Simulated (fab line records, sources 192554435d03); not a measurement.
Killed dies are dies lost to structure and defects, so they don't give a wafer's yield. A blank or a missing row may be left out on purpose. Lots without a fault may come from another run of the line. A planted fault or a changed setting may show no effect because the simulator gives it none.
One fault seen from 3 desks | flow n5_finfet | each desk has only its own numbers; what lay behind them comes last

THE METROLOGY DESK
What the gauges read, lot by lot, whatever tool the lot ran on: means of the sampled wafers that have a number. A lot is out of limits, marked OUT, if its mean lies more than 4 standard deviations from the usual mean; the brackets give that distance. Of its 12 readings 7 are shown: the one that was out of limits first, and those that lie furthest out on some lot.
Columns: A = DIBL_N at N5_BEOL_M4_RC_MEAS_101, usual 36.5 mV/V; B = DIBL_P at N5_BEOL_M4_RC_MEAS_101, usual 36.5 mV/V; C = IOFF_N at N5_BEOL_M4_RC_MEAS_101, usual 0.16 nA/um; D = SS_N at N5_BEOL_M4_RC_MEAS_101, usual 71.6 mV/dec; E = SS_P at N5_BEOL_M4_RC_MEAS_101, usual 73.4 mV/dec; F = VT_P at N5_BEOL_M4_RC_MEAS_101, usual -250.5 mV; G = cd_nm at N5_BEOL_M12_CD_MEAS_10, usual 138.4 nm
lot  | first seen here | A    | B    | C    | D    | E    | F      | G
L582 | day 8 18:32     | 37.0 | 34.7 | 0.14 | 71.5 | 72.4 | -250.2 | 137.2
L583 | day 8 21:33     | 35.7 | 35.9 | 0.16 | 71.5 | 73.6 | -252.0 | 139.2
L585 | day 9 02:56     | 33.4 | 33.6 | 0.12 | 70.3 | 72.6 | -252.8 | 137.8
L586 | day 9 09:58     | 36.3 | 35.0 | 0.18 | 71.5 | 73.4 | -250.0 | 140.8
L594 | day 11 17:46    | 37.9 | 37.1 | 0.17 | 72.5 | 72.9 | -250.3 | 11.7 (-63) OUT
L593 | day 11 19:24    | 37.0 | 37.1 | 0.18 | 72.6 | 73.3 | -249.4 | 136.4
L595 | day 11 23:17    | 35.4 | 37.5 | 0.15 | 71.5 | 73.7 | -254.2 | 20.8 (-59) OUT
L598 | day 12 10:17    | 35.7 | 34.4 | 0.14 | 70.9 | 72.8 | -248.5 | 138.2
L599 | day 13 08:45    | 35.5 | 36.7 | 0.17 | 71.5 | 73.1 | -251.4 | 137.9
L600 | day 13 10:04    | 37.7 | 38.2 | 0.16 | 71.7 | 73.5 | -252.9 | 137.9
This desk's finding: out of limits on L594, L595; first on L594, day 14 22:06 (cd_nm at N5_BEOL_M12_CD_MEAS_10). In limits: L582, L583, L585, L586, L593, L598, L599, L600.

THE TOOL OWNER'S DESK: litho_track-05
The tool's own readings at N5_BEOL_M12_PEB_08 (peb time 90 s): means of the sampled wafers that have a number, for each lot that ran on this tool. A lot is out of limits, marked OUT, if its mean lies more than 4 standard deviations from the usual mean; the brackets give that distance.
Columns: A = heater_power_total_W at N5_BEOL_M12_PEB_08, usual 172.4 W; B = plate_temp_C at N5_BEOL_M12_PEB_08, usual 130.01 C
lot  | first seen here | A               | B
L586 | day 11 23:09    | 171.6           | 130.08
L594 | day 14 21:59    | 142.1 (-36) OUT | 112.14 (-99 or more) OUT
L595 | day 15 08:19    | 141.1 (-37) OUT | 112.29 (-99 or more) OUT
This desk's finding: out of limits on L594, L595; first on L594, day 14 21:59 (heater_power_total_W at N5_BEOL_M12_PEB_08). In limits: L586.

THE DEFECT DESK
What the inspections along the route counted, lot by lot: means of the sampled wafers that have a number. A lot is out of limits, marked OUT, if its mean lies more than 4 standard deviations from the usual mean; the brackets give that distance.
Columns: A = raw_defect_count at N5_BEOL_M11_INSPECT_58, usual 73
lot  | first seen here | A
L582 | day 11 17:54    | 91
L583 | day 11 19:43    | 73
L586 | day 11 22:48    | 70
L585 | day 12 00:46    | 99
L593 | day 14 21:31    | 60
L594 | day 14 21:34    | 64
L595 | day 15 07:50    | 55
L598 | day 15 07:55    | 70
L600 | day 16 07:12    | 99
L599 | day 16 10:41    | 61
This desk's finding: nothing out of limits on any of the 10 lots.

PUT TOGETHER
The tool owner's desk could have raised an alarm at day 14 21:59, on L594, L595.
The metrology desk could have raised an alarm at day 14 22:06, on L594, L595.
The defect desk saw nothing out of limits.
The defect desk has L594, L595 on record, within its limits.
Of the lots named, all ran N5_BEOL_M12_PEB_08 on litho_track-05.

WHAT THE SIMULATOR HAD PUT IN
Process parameter drift: litho_track-05, from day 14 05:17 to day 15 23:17, at N5_BEOL_M12_PEB_08. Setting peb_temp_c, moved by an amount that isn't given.
Lots struck among those shown: L594, L595.
Hours from the fault's start to each desk's first reading out of limits: the tool owner's desk, 17; the metrology desk, 17.
